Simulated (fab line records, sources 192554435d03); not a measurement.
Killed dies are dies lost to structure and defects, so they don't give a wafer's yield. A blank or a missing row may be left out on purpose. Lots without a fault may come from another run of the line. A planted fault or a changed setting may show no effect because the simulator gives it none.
Which tool did it? | flow n5_finfet | 10 lots, 28 wafers sampled, at 5 steps of a route of 1938

WHAT THE GAUGES READ, wafer by wafer
N5_BEOL_M1_THK_MEAS_01.
lot  | measured     | on            | M1_ILD_THK (nm)
L765 | day 6 04:44  | film_metro-01 | 80.2 78.8 80.4
L766 | day 6 10:55  | film_metro-01 | 80.2 76.9 79.1
L769 | day 7 07:12  | film_metro-02 | 78.4 77.4 78.5
L772 | day 7 23:32  | film_metro-02 | 77.6 79.2 78.3
L773 | day 8 02:50  | film_metro-02 | 78.3 79.0
L775 | day 8 18:39  | film_metro-01 | 79.4 79.7
L779 | day 10 02:23 | film_metro-02 | 78.3 80.1 80.7
L781 | day 10 10:35 | film_metro-01 | 78.8 78.3 79.9
L783 | day 10 17:07 | film_metro-01 | 80.3 26.8 82.2
L786 | day 11 13:32 | film_metro-02 | 77.6 78.0 79.1

WHICH TOOL RAN EACH LOT (tool, then ch and the chambers of the sampled wafers, then the start)
lot  | N5_BEOL_M0_PRE_CLEAN_113     | N5_BEOL_M0_CO_CAP_123          | N5_BEOL_M0_DEP_125              | N5_BEOL_M1_ILD_DEP_00
L765 | pvd_sputter-02, day 6 01:56  | cvd_co-02 ch 0,2, day 6 04:24  | pecvd-03 ch 1,2, day 6 04:31    | pecvd-04 ch 0,2, day 6 04:40
L766 | pvd_sputter-03, day 6 07:36  | cvd_co-01 ch 1,2, day 6 10:37  | pecvd-03 ch 0,1,2, day 6 10:43  | pecvd-03 ch 1,2, day 6 10:51
L769 | pvd_sputter-02, day 7 04:03  | cvd_co-01 ch 1,2, day 7 06:53  | pecvd-01 ch 0,1, day 7 07:00    | pecvd-02 ch 1,2, day 7 07:08
L772 | pvd_sputter-03, day 7 19:46  | cvd_co-02 ch 1,2, day 7 23:11  | pecvd-04 ch 0, day 7 23:19      | pecvd-04 ch 0, day 7 23:28
L773 | pvd_sputter-01, day 7 23:11  | cvd_co-01 ch 0,2, day 8 02:26  | pecvd-04 ch 2, day 8 02:38      | pecvd-02 ch 0,1, day 8 02:47
L775 | pvd_sputter-01, day 8 14:22  | cvd_co-01 ch 0, day 8 18:20    | pecvd-04 ch 0,1, day 8 18:27    | pecvd-03 ch 0,2, day 8 18:35
L779 | pvd_sputter-01, day 9 22:35  | cvd_co-01 ch 1,2, day 10 02:04 | pecvd-04 ch 0,1, day 10 02:11   | pecvd-04 ch 0,1,2, day 10 02:19
L781 | pvd_sputter-01, day 10 08:22 | cvd_co-01 ch 0,1, day 10 10:15 | pecvd-01 ch 0,2, day 10 10:22   | pecvd-03 ch 0,1, day 10 10:30
L783 | pvd_sputter-01, day 10 14:17 | cvd_co-01 ch 0,2, day 10 16:48 | pecvd-04 ch 0,2, day 10 16:55   | pecvd-03 ch 0,1, day 10 17:02
L786 | pvd_sputter-03, day 11 11:17 | cvd_co-01 ch 1,2, day 11 13:14 | pecvd-03 ch 0,1,2, day 11 13:20 | pecvd-02 ch 0,1,2, day 11 13:28
- N5_BEOL_M0_PRE_CLEAN_113: time 30 s.
- N5_BEOL_M0_CO_CAP_123: material Co, precursor CCTBA/H2, target thk 2 nm, time 102.1 s.
- N5_BEOL_M0_DEP_125: deposits SiCN from 3MS/NH3, target thk 8 nm, time 14 s.
- N5_BEOL_M1_ILD_DEP_00: deposits SiOC from DEMS/O2, target thk 79 nm, time 15.3 s.

THE ANSWER, worked out from the rows above alone
Rule: what is usual is taken from the lots themselves. Put in order of their means at a reading, lots are off if they are a third of the lots or fewer, leave a main group of 4 or more, and stand apart from it by a gap of 3 or more times the standard deviation of the main group's means; of several such gaps the widest counts. A main group whose means are all the same, to the digits that the tables above print for the reading, isn't used. A lot without any number at a reading at which 4 lots or more have one is off too. The other lots that the step has rows for count as sound.
Off: L783, at N5_BEOL_M1_THK_MEAS_01 (M1_ILD_THK). The main group: mean 78.9 nm, standard deviation 0.61.
A tool fits if, at a process step before that reading, it ran every lot that is off, and no sound lot after the first of them. The gauges at N5_BEOL_M1_THK_MEAS_01 are tried like those tools. Can't be told from this: 4 tools fit, pvd_sputter-01 at N5_BEOL_M0_PRE_CLEAN_113, pecvd-04 at N5_BEOL_M0_DEP_125, pecvd-03 at N5_BEOL_M1_ILD_DEP_00, film_metro-01 at N5_BEOL_M1_THK_MEAS_01.

WHAT THE SIMULATOR HAD PUT IN
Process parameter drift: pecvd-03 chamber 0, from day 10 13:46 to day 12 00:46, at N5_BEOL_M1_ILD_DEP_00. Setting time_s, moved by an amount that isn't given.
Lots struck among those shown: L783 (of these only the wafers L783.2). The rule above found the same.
